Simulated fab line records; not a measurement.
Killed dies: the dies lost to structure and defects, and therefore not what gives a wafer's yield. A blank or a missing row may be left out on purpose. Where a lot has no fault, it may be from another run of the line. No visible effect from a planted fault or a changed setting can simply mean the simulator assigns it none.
Problem report, 8D (eight disciplines) form, completed by code	flow n5Finfet	the parts of the form that need people (team, actions taken, sign-off) are left out

== 1. THE PROBLEM ==
killedOnRim at N5_PASSIVATION_PROBE_49 reads a mean of 152 on 2 wafers of 2 lots; wafers without a fault read 13 with a standard deviation of 3.9. Measured from the usual mean, that is +36 standard deviations.
The first sign was on wafer L867.3 at day 18 06:59, on prober-01. The record has a number at this step for 33 wafers belonging to 12 lots. The rule behind "out" and "out of limits": a value lying over 4 standard deviations away from the usual mean. The other wafers with a number count as sound.

== 2. WHAT IT IS, WHAT IT ISN'T ==
question	is	is not
which readings at this step	killedOnRim, killedAtFrontEnd, killedDies	killed_at_M0_to_M3, killed_at_M4_up, killedAtContacts, killedAtOther, killedOpen, killedShort
which lots	L867, L870	L848, L849, L851, L852, L853, L856, L858, L859, L860, L862
which wafers of those lots	L867.3, L870.1	L867.2, L867.6, L870.3, L870.5
read on which tools	prober-01	prober-02
when	from day 18 06:59	up to then (28 sound wafers); but 3 sound wafers of L867, L870 came after

== 3. WHAT RULES OUT EACH SUSPECT ==
Counting: a tool at a process step up to the reading stays a suspect if it ran every lot that is out. Sound lots after the first of them don't rule it out here, since some wafers of a struck lot are sound.
- aldSin-04 at N5_GATE_CUT_ALD_22 (deposits SiNx, target thk 16 nm, pulse time 1 s, ald cycles 320): kept. It processed each lot that is out (first: L867, day 9 09:40); up to then, its last sound lot is L862 (day 7 23:23).
- prober-01 at N5_PASSIVATION_PROBE_49: kept. It processed each lot that is out (first: L867, day 18 06:56); up to then, its last sound lot is L862 (day 17 09:06). Its own readings are out on those wafers: killedAtFrontEnd, killedDies, killedOnRim.
- Within aldSin-04 at N5_GATE_CUT_ALD_22: the wafers that are out ran in chamber 3; their sound lot-mates ran in chambers 0, 2.
Left after counting: aldSin-04 at N5_GATE_CUT_ALD_22, prober-01 at N5_PASSIVATION_PROBE_49.

== 4. THE CAUSE (what the simulator had put in) ==
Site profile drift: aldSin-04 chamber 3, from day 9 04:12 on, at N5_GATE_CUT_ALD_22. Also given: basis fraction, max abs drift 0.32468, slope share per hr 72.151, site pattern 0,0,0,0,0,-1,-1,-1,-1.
Of the 2 suspects that counting leaves, this tool is one.

== 5. SEQUENCE OF EFFECTS, ordered by route ==
One row per reading whose mean, taken over the struck wafers that have a number, lies over 3 standard deviations from the usual. Readings are gone through only where the record gives a usual standard deviation; hours: the median, over the lots, of the time from a lot's start at the first step in this table giving one to that lot's start at this step; sigmas: the change measured in usual standard deviations.
hours	step	reading	usual	on struck wafers	change	sigmas
0	N5_PASSIVATION_PROBE_49	killedAtFrontEnd	38	364	+326	+30
0	N5_PASSIVATION_PROBE_49	killedDies	104	426	+322	+17
0	N5_PASSIVATION_PROBE_49	killedOnRim	13	152	+139	+36
Process steps it contains:
- N5_PASSIVATION_PROBE_49

== 6. WHAT WOULD HAVE CAUGHT IT SOONER ==
In this record the first reading out of limits was taken at day 18 06:59, 219 hours after the fault began at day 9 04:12.
Tool readings at N5_GATE_CUT_ALD_22 with a usual standard deviation given in the record: none out on any struck wafer, hence no alarm at a limit of 4 standard deviations on them.
By day 18 06:59 the whole set of lots that are out, 2 in number, had already begun N5_GATE_CUT_ALD_22 on aldSin-04. Had the tool been put on hold then, not one of them would have been saved.
